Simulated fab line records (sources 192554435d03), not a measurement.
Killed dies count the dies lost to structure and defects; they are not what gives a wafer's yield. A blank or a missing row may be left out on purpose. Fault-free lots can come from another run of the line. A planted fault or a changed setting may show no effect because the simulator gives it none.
What tool caused it?    flow n5_finfet    6 lots with 18 wafers sampled at 4 steps, on a route of 1938 steps

== WHAT EACH GAUGE READ, for each wafer ==
N5_BEOL_M12_OCD_MEAS_35.
lot   measured      on      trench_depth_nm (nm)
L786  day 13 03:08  ocd-01  322 319 320
L791  day 14 16:44  ocd-02  322 321 324
L790  day 14 21:15  ocd-01  322 357 324
L798  day 16 14:01  ocd-02  315 317 322
L799  day 16 14:56  ocd-01  330 319 320
L800  day 17 06:08  ocd-02  318 326 317

== WHICH TOOL RAN EACH LOT (tool, then ch and the chambers of the sampled wafers, then the start) ==
lot   N5_BEOL_M12_STRIP_63                  N5_BEOL_M12_ETCH_67                 N5_BEOL_M12_TRENCH_ETCH_34
L786  plasma_asher-01 ch 0,1, day 13 01:58  rie_diel-05 ch 2,3, day 13 02:38    rie_diel-05 ch 2,3, day 13 02:58
L791  plasma_asher-02 ch 0,1, day 14 15:28  rie_diel-05 ch 0,2, day 14 16:15    rie_diel-05 ch 0,2, day 14 16:35
L790  plasma_asher-01 ch 0,1, day 14 20:07  rie_diel-05 ch 0,3, day 14 20:46    rie_diel-05 ch 0,3, day 14 21:06
L798  plasma_asher-01 ch 0,1, day 16 12:52  rie_diel-02 ch 0,2,3, day 16 13:32  rie_diel-02 ch 0,2,3, day 16 13:52
L799  plasma_asher-01 ch 1, day 16 13:35    rie_diel-03 ch 1,2,3, day 16 14:28  rie_diel-03 ch 1,2,3, day 16 14:47
L800  plasma_asher-01 ch 0,1, day 17 04:35  rie_diel-02 ch 0,2,3, day 17 05:40  rie_diel-02 ch 0,2,3, day 17 05:59
- N5_BEOL_M12_STRIP_63: strips in N2/H2.
- N5_BEOL_M12_ETCH_67: etches SiARC in CF4, target depth 143 nm, time 238.3 s.
- N5_BEOL_M12_TRENCH_ETCH_34: etches SiOC in C4F8/O2/Ar, target depth 318.95 nm, time 125.5 s.

== THE ANSWER, worked out from the rows above alone ==
Rule: the usual values come from the lots themselves. The widest of any qualifying gaps counts: lots, ordered by their means at a reading, are off when they make up no more than a third of the lots, leave a main group of 4 or more, and stand apart from it by 3 or more times the standard deviation of that group's means. Not used: any main group whose means are identical at the precision the tables above print for the reading. A lot without any number at a reading at which 4 lots or more have one is off too. The other lots that the step has rows for count as sound.
Off: L790 (N5_BEOL_M12_OCD_MEAS_35, trench_depth_nm). Main group: mean 321 nm, sd 1.8.
A tool fits if, at a process step before that reading, it ran every lot that is off, and no sound lot after the first of them. Those tools and the gauges at N5_BEOL_M12_OCD_MEAS_35 are tried in the same way. One candidate fits, namely rie_diel-05 at N5_BEOL_M12_ETCH_67 and N5_BEOL_M12_TRENCH_ETCH_34. At N5_BEOL_M12_ETCH_67 its last sound lot is L791 (day 14 16:15), its first lot that is off L790 (day 14 20:46): a fault that began between those two fits.

== WHAT HAD BEEN PUT IN BY THE SIMULATOR ==
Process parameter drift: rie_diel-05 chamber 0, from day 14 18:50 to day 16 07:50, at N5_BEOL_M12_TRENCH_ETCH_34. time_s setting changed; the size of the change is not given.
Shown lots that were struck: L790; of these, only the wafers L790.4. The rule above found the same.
